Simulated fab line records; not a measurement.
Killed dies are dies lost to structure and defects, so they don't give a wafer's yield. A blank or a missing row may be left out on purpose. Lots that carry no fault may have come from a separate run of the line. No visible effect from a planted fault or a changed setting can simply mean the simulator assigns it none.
Commonality check across tools | flow nand harc | Sample size 12 lots and 36 wafers

== THE REASON FOR OPENING IT ==
On 2 of the 12 lots, a flag is raised at NHARC_END_SORT_01 on the reading killed at periphery. Wafers without a fault read 2.9, standard deviation 2.2.
Rule: a lot gets a flag if all its wafers with a number sit over 4 standard deviations from that mean, or if no wafer of it has a number. The rest of the lots are taken to be sound.

lot  | measured     | on        | killed at periphery, wafer by wafer | flag
L153 | day 19 16:14 | prober-02 | 5 1 3                               |
L154 | day 20 00:17 | prober-01 | 3 2 3                               |
L159 | day 20 20:20 | prober-02 | 0 4 0                               |
L157 | day 21 03:29 | prober-02 | 3 5 3                               |
L158 | day 21 12:56 | prober-01 | 3 0 2                               |
L161 | day 21 20:40 | prober-02 | 1 2 0                               |
L164 | day 21 20:44 | prober-01 | 3 4 1                               |
L163 | day 22 03:39 | prober-02 | 2 0 0                               |
L160 | day 22 06:53 | prober-01 | 9 11 2                              |
L166 | day 22 12:19 | prober-01 | 2 3 3                               |
L170 | day 23 22:45 | prober-01 | 640 624 625                         | FLAGGED
L171 | day 23 22:55 | prober-02 | 648 659 658                         | FLAGGED
The numbers of the flagged lots are 642.3 on average: +639.4 against the usual, or +99 or more standard deviations.

== WHICH TOOL RAN EACH LOT ==
Before the reading, the record contains 2 process steps out of a 1159-step route. Read each cell as the tool, then ch plus the chambers that the sampled wafers visited, then the start.
lot  | flag    | NHARC_P_M0_CMP_23             | NHARC_P_M1_ETCH_28
L153 |         | cmp-02 ch 0,2,3, day 6 21:46  | rie diel-08 ch 2, day 7 00:40
L154 |         | cmp-04 ch 0,1,3, day 6 21:59  | rie diel-13 ch 0,1,3, day 7 00:56
L159 |         | cmp-04 ch 0,1,3, day 7 16:52  | rie diel-08 ch 1,2,3, day 7 19:47
L157 |         | cmp-04 ch 0,2, day 7 06:53    | rie diel-05 ch 0,1, day 7 09:34
L158 |         | cmp-02 ch 0,1,2, day 7 20:19  | rie diel-13 ch 0,2,3, day 7 22:58
L161 |         | cmp-04 ch 0,2, day 8 13:38    | rie diel-05 ch 1,2, day 8 16:10
L164 |         | cmp-04 ch 1,2, day 8 23:05    | rie diel-05 ch 0,2,3, day 9 01:47
L163 |         | cmp-02 ch 0,2, day 9 00:10    | rie diel-05 ch 0,3, day 9 02:54
L160 |         | cmp-04 ch 1,2,3, day 8 11:40  | rie diel-08 ch 1,2,3, day 8 14:20
L166 |         | cmp-02 ch 1,2,3, day 9 10:20  | rie diel-13 ch 0,1,3, day 9 13:16
L170 | FLAGGED | cmp-04 ch 0,1,2, day 10 16:47 | rie diel-08 ch 0,1,2, day 10 19:38
L171 | FLAGGED | cmp-01 ch 0,1,2, day 10 22:50 | rie diel-05 ch 1,2,3, day 11 01:22
What these steps do:
- NHARC_P_M0_CMP_23: polishes, t overpolish 20 s, target thk 117.53 nm.
- NHARC_P_M1_ETCH_28: etches the open film in CF4/N2, target depth 30 nm, time 72.99 s.
- NHARC_END_SORT_01

== FLAGGED OVER TOTAL, TOOL BY TOOL (the gauges that took the reading come last) ==
step               | tool        | lots run | flagged | share of the flagged lots | sound lots run after its first flagged lot
NHARC_P_M0_CMP_23  | cmp-01      | 1        | 1       | some                      | 0
NHARC_P_M0_CMP_23  | cmp-02      | 4        | 0       | none                      | -
NHARC_P_M0_CMP_23  | cmp-04      | 7        | 1       | some                      | 0
NHARC_P_M1_ETCH_28 | rie diel-05 | 5        | 1       | some                      | 0
NHARC_P_M1_ETCH_28 | rie diel-08 | 4        | 1       | some                      | 0
NHARC_P_M1_ETCH_28 | rie diel-13 | 3        | 0       | none                      | -
NHARC_END_SORT_01  | prober-01   | 6        | 1       | some                      | 0
NHARC_END_SORT_01  | prober-02   | 6        | 1       | some                      | 0

== WHAT IS ALLOWED BY THE TABLE ==
No row of the table ran every flagged lot.

== WHAT THE SIMULATOR HAD INSERTED ==
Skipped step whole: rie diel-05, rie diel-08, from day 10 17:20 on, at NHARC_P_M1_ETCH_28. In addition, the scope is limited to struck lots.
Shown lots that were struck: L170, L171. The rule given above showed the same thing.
